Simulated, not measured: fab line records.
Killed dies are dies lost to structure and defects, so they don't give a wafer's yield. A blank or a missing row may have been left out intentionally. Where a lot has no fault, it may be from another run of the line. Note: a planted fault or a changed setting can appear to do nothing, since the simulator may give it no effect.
Chamber matching || flow n5 finfet || rie diel-06 running N5_DUMMY_GATE_HM_OPEN_21: 4 sister chambers
The step chemistry CH3F/O2, target SiNx, target depth 120 nm, time 171.4 s. 4 wafers are shown with their chamber, then 10 later ones without.

WAFERS, EACH WITH ITS CHAMBER
{"wafer": "L088.3", "chamber": 2, "showerhead plenum p Torr (Torr)": 2.05}
{"wafer": "L088.5", "chamber": 1, "showerhead plenum p Torr (Torr)": 1.91}
{"wafer": "L091.1", "chamber": 3, "showerhead plenum p Torr (Torr)": 1.99}
{"wafer": "L091.3", "chamber": 0, "showerhead plenum p Torr (Torr)": 2.01}

WAFERS WITH NO CHAMBER GIVEN
{"wafer": "L091.6", "showerhead plenum p Torr (Torr)": 1.99}
{"wafer": "L093.1", "showerhead plenum p Torr (Torr)": 2.04}
{"wafer": "L093.3", "showerhead plenum p Torr (Torr)": 1.99}
{"wafer": "L093.6", "showerhead plenum p Torr (Torr)": 2.01}
{"wafer": "L094.1", "showerhead plenum p Torr (Torr)": 2.01}
{"wafer": "L094.2", "showerhead plenum p Torr (Torr)": 1.98}
{"wafer": "L094.3", "showerhead plenum p Torr (Torr)": 2.04}
{"wafer": "L097.1", "showerhead plenum p Torr (Torr)": 2.01}
{"wafer": "L097.3", "showerhead plenum p Torr (Torr)": 2.16}
{"wafer": "L097.6", "showerhead plenum p Torr (Torr)": 2.04}

CHAMBER TAKEN BY EACH
{"wafer": "L091.6", "from the rows above": "can't be placed: 3 or 0 or 2", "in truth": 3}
{"wafer": "L093.1", "from the rows above": "can't be placed: 2 or 0 or 3", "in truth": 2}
{"wafer": "L093.3", "from the rows above": "can't be placed: 3 or 0 or 2", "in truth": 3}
{"wafer": "L093.6", "from the rows above": "can't be placed: 0 or 3 or 2", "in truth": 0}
{"wafer": "L094.1", "from the rows above": "can't be placed: 0 or 3 or 2", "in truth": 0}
{"wafer": "L094.2", "from the rows above": "can't be placed: 3 or 0 or 2 or 1", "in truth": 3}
{"wafer": "L094.3", "from the rows above": "can't be placed: 2 or 0 or 3", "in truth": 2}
{"wafer": "L097.1", "from the rows above": "can't be placed: 0 or 3 or 2", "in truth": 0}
{"wafer": "L097.3", "from the rows above": "can't be placed: 2 or 0 or 3", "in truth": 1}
{"wafer": "L097.6", "from the rows above": "can't be placed: 2 or 0 or 3", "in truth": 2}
Placed correctly: 0 of 10. Not placeable from these rows: 10 (in 9, the candidates include the true chamber). Number placed wrongly: 0.
How it was worked out, from the rows above alone: a wafer's distance from a chamber is the root of the sum, over the readings, of the square of ((its reading less the chamber's mean) divided by the reading's scatter). If the next closest chamber is less than 2 further off than the closest, the wafer can't be placed; otherwise it belongs to the closest. A chamber's mean is the mean of its shown wafers. The scatter: root of mean squared gap, hidden wafer to nearest shown wafer, with one shown wafer a chamber.
